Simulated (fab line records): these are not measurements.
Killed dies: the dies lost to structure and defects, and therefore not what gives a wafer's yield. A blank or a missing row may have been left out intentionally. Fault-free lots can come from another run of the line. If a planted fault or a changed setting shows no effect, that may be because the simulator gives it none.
Which tool is to blame?	flow nand-harc	11 lots, 33 wafers sampled, at 5 steps of a route of 1302

== WHAT THE GAUGES SHOWED, per wafer ==
NHARC_END_SORT_01. Usual: killed-at-array 61, standard deviation 24; killed-at-other 1.2, standard deviation 1.3; killed-at-periphery 3.7, standard deviation 2.6; killed-dies 66, standard deviation 23; killed-open 3.3, standard deviation 1.8; killed-short 2.4, standard deviation 1.6.
lot	measured	on	killed-at-array	killed-at-other	killed-at-periphery	killed-dies	killed-open	killed-short	flag
L991	day 30 10:21	prober-01	53 59	1 2	7 2	61 63	3 3	1 4	

== WHICH TOOL RAN EACH LOT (tool, then ch and the chambers of the sampled wafers, then the start) ==
lot	NHARC_A_STAIRCASE_ETCH_27	NHARC_A_STAIRCASE_TRIM_189	NHARC_A_STAIRCASE_TRIM_200	NHARC_A_STAIRCASE_ETCH_201
L978	rie-diel-03 ch 1,3, day 16 17:09 or earlier	rie-diel-02 ch 0,2,3, day 16 17:09 or earlier	rie-diel-06 ch 1,2, day 16 17:09 or earlier	rie-diel-06 ch 1,2,3, day 16 17:09
L983	rie-diel-06 ch 0,2,3, day 17 18:30 or earlier	rie-diel-06 ch 0,2,3, day 17 18:30 or earlier	rie-diel-06 ch 0,2,3, day 17 18:30 or earlier	rie-diel-06 ch 0,1,2, day 17 18:30
L982	rie-diel-03 ch 0,1, day 17 18:50 or earlier	rie-diel-03 ch 0,2,3, day 17 18:50 or earlier	rie-diel-06 ch 0,2, day 17 18:50 or earlier	rie-diel-06 ch 1,3, day 17 18:50
L981	rie-diel-06 ch 0,3, day 17 19:28 or earlier	rie-diel-03 ch 1,2, day 17 19:28 or earlier	rie-diel-03 ch 0,3, day 17 19:28 or earlier	rie-diel-03 ch 0,1,2, day 17 19:28
L984	rie-diel-06 ch 0,1,2, day 18 07:44 or earlier	rie-diel-06 ch 1,2, day 18 07:44 or earlier	rie-diel-02 ch 0,1, day 18 07:44 or earlier	rie-diel-02 ch 2,3, day 18 07:44
L990	rie-diel-03 ch 0,1,2, day 20 19:25 or earlier	rie-diel-06 ch 1,2,3, day 20 19:25 or earlier	rie-diel-02 ch 0,1,2, day 20 19:25 or earlier	rie-diel-02 ch 1,2,3, day 20 19:25
L989	rie-diel-02 ch 0,2,3, day 20 20:05 or earlier	rie-diel-03 ch 0,1,3, day 20 20:05 or earlier	rie-diel-06 ch 0,1,2, day 20 20:05 or earlier	rie-diel-06 ch 1,2,3, day 20 20:05
L991	rie-diel-03 ch 0,1,2, day 21 20:13 or earlier	rie-diel-02 ch 2,3, day 21 20:13 or earlier	rie-diel-06 ch 0,2,3, day 21 20:13 or earlier	rie-diel-06 ch 1,3, day 21 20:13
L996	rie-diel-06 ch 0,2,3, day 23 12:13 or earlier	rie-diel-03 ch 0,1,3, day 23 12:13 or earlier	rie-diel-03 ch 1,2, day 23 12:13 or earlier	rie-diel-03 ch 1,2, day 23 12:13
L100	rie-diel-06 ch 1,2,3, day 24 23:32 or earlier	rie-diel-06 ch 1,2,3, day 24 23:32 or earlier	rie-diel-03 ch 1,2,3, day 24 23:32 or earlier	rie-diel-03 ch 0,1,2, day 24 23:32
L999	rie-diel-06 ch 0,1, day 25 06:37 or earlier	rie-diel-06 ch 0,2,3, day 25 06:37 or earlier	rie-diel-06 ch 1,2, day 25 06:37 or earlier	rie-diel-06 ch 0,1,2, day 25 06:37
- NHARC_A_STAIRCASE_ETCH_27: etches the open film in C4F8/O2, target depth 100 nm, time 40.5 s.
- NHARC_A_STAIRCASE_TRIM_189: chemistry O2, time 211.2 s.
- NHARC_A_STAIRCASE_TRIM_200: chemistry O2, time 211.2 s.
- NHARC_A_STAIRCASE_ETCH_201: etches the open film in C4F8/O2, target depth 100 nm, time 40.5 s.

== WHAT THE TOOLS THEMSELVES READ (means of the sampled wafers that have a number; where no wafer has one, the mark that the record gives instead) ==
NHARC_A_STAIRCASE_ETCH_27. Usual: oes-product-au 0.940 a.u., standard deviation 0.013; rf-fwd-power-W 591.5 W, standard deviation 2.6; rf-vpp-V 897 V, standard deviation 5.9; run-length-s 61.8 s, standard deviation 0.39.
lot	tool	oes-product-au (a.u.)	rf-fwd-power-W (W)	rf-vpp-V (V)	run-length-s (s)	flag
L978	rie-diel-03	0.937	589.2	902	61.9	
L983	rie-diel-06	0.932	593.1	897	61.7	
L982	rie-diel-03	0.958	589.6	894	61.7	
L981	rie-diel-06	0.932	591.5	902	62.1	
L984	rie-diel-06	0.934	591.4	898	61.9	
L990	rie-diel-03	0.935	589.6	903	62.0	
L989	rie-diel-02	0.943	590.1	895	61.9	
L991	rie-diel-03	0.931	591.3	903	61.8	
L996	rie-diel-06	0.939	591.0	897	61.6	
L100	rie-diel-06	0.943	593.7	893	61.6	
L999	rie-diel-06	0.937	591.3	900	61.8	

NHARC_A_STAIRCASE_TRIM_189. Usual: drypump-motor-current-A 5.5 A, standard deviation 0.3; oes-product-au 0.996 a.u., standard deviation 0.014; rf-vpp-V 57.8 V, standard deviation 0.99; showerhead-plenum-p-Torr 3.55 Torr, standard deviation 0.16; throttle-valve-pct 17.036 %, standard deviation 0.0083.
lot	tool	drypump-motor-current-A (A)	oes-product-au (a.u.)	rf-vpp-V (V)	showerhead-plenum-p-Torr (Torr)	throttle-valve-pct (%)	flag
L978	rie-diel-02	5.7	0.998	57.5	3.51	17.030	
L983	rie-diel-06	5.4	0.981	58.4	3.58	17.028	
L982	rie-diel-03	5.4	1.016	56.9	3.45	17.043	
L981	rie-diel-03	5.7	1.013	58.7	3.71	17.041	
L984	rie-diel-06	5.3	0.980	57.1	3.46	17.047	
L990	rie-diel-06	5.5	0.987	57.6	3.48	17.039	
L989	rie-diel-03	5.6	0.991	57.7	3.68	17.034	
L991	rie-diel-02	5.4	1.014	57.7	3.56	17.032	
L996	rie-diel-03	5.6	0.982	58.5	3.67	17.041	
L100	rie-diel-06	5.5	1.005	58.3	3.46	17.038	
L999	rie-diel-06	5.4	0.985	58.1	3.55	17.032	

NHARC_A_STAIRCASE_TRIM_200. Usual: drypump-motor-current-A 5.5 A, standard deviation 0.3; oes-product-au 0.997 a.u., standard deviation 0.012; rf-vpp-V 57.9 V, standard deviation 0.87; showerhead-plenum-p-Torr 3.56 Torr, standard deviation 0.16; throttle-valve-pct 17.037 %, standard deviation 0.0086.
lot	tool	drypump-motor-current-A (A)	oes-product-au (a.u.)	rf-vpp-V (V)	showerhead-plenum-p-Torr (Torr)	throttle-valve-pct (%)	flag
L978	rie-diel-06	5.3	0.979	58.4	3.46	17.042	
L983	rie-diel-06	5.4	0.992	57.3	3.58	17.031	
L982	rie-diel-06	5.3	0.992	57.2	3.52	17.040	
L981	rie-diel-03	5.4	1.008	57.3	3.36	17.043	
L984	rie-diel-02	5.7	0.990	56.8	3.47	17.035	
L990	rie-diel-02	5.8	1.001	57.8	3.58	17.030	
L989	rie-diel-06	5.2	0.983	57.8	3.54	17.047	
L991	rie-diel-06	5.5	0.996	58.3	3.57	17.034	
L996	rie-diel-03	5.5	0.997	58.2	3.62	17.042	
L100	rie-diel-03	5.6	1.000	58.0	3.59	17.033	
L999	rie-diel-06	5.3	1.006	58.6	3.43	17.039	

NHARC_A_STAIRCASE_ETCH_201. Usual: oes-product-au 0.941 a.u., standard deviation 0.015; rf-fwd-power-W 591.5 W, standard deviation 2.3; rf-vpp-V 897 V, standard deviation 5.6; run-length-s 61.7 s, standard deviation 0.39.
lot	tool	oes-product-au (a.u.)	rf-fwd-power-W (W)	rf-vpp-V (V)	run-length-s (s)	flag
L978	rie-diel-06	0.931	592.6	894	61.5	
L983	rie-diel-06	0.930	591.9	896	61.7	
L982	rie-diel-06	0.924	592.5	897	61.6	
L981	rie-diel-03	0.961	592.1	898	61.6	
L984	rie-diel-02	0.953	588.2	900	61.9	
L990	rie-diel-02	0.944	591.8	900	61.9	
L989	rie-diel-06	0.936	-	894	54.7	OFF
L991	rie-diel-06	0.942	-	896	54.9	OFF
L996	rie-diel-03	0.929	588.8	902	61.8	
L100	rie-diel-03	0.918	592.1	902	61.6	
L999	rie-diel-06	0.934	590.7	896	61.8	

== THE ANSWER, worked out from the rows above alone ==
Rule: lot off if the mean of its wafers having a number is beyond 3 standard deviations from the usual mean. Also off: a lot with no number at a reading for which 4 or more lots have one. Any other lot the step has rows for is counted as sound. The gauges are gone through in route order, then the tools' own readings, and for those a lot's mean is taken as printed above. At the first step where some lot is off, the reading lying furthest off is the one used; lots without a number count as furthest.
Off, at NHARC_A_STAIRCASE_ETCH_201 on rf-fwd-power-W: L989, L991. Without a number there: L989, L991.
If a tool, at that step or one of the process steps before it, ran each lot that is off and ran no sound lot following the first of them, it fits. NHARC_A_STAIRCASE_ETCH_27 gives no start for some lots, so the hours and the order of its lots are those of NHARC_A_STAIRCASE_ETCH_201. NHARC_A_STAIRCASE_TRIM_189 gives no start for some lots, so the hours and the order of its lots are those of NHARC_A_STAIRCASE_ETCH_201. NHARC_A_STAIRCASE_TRIM_200 gives no start for some lots, so the hours and the order of its lots are those of NHARC_A_STAIRCASE_ETCH_201. None of those tried fits.

== WHAT HAD BEEN PUT IN BY THE SIMULATOR ==
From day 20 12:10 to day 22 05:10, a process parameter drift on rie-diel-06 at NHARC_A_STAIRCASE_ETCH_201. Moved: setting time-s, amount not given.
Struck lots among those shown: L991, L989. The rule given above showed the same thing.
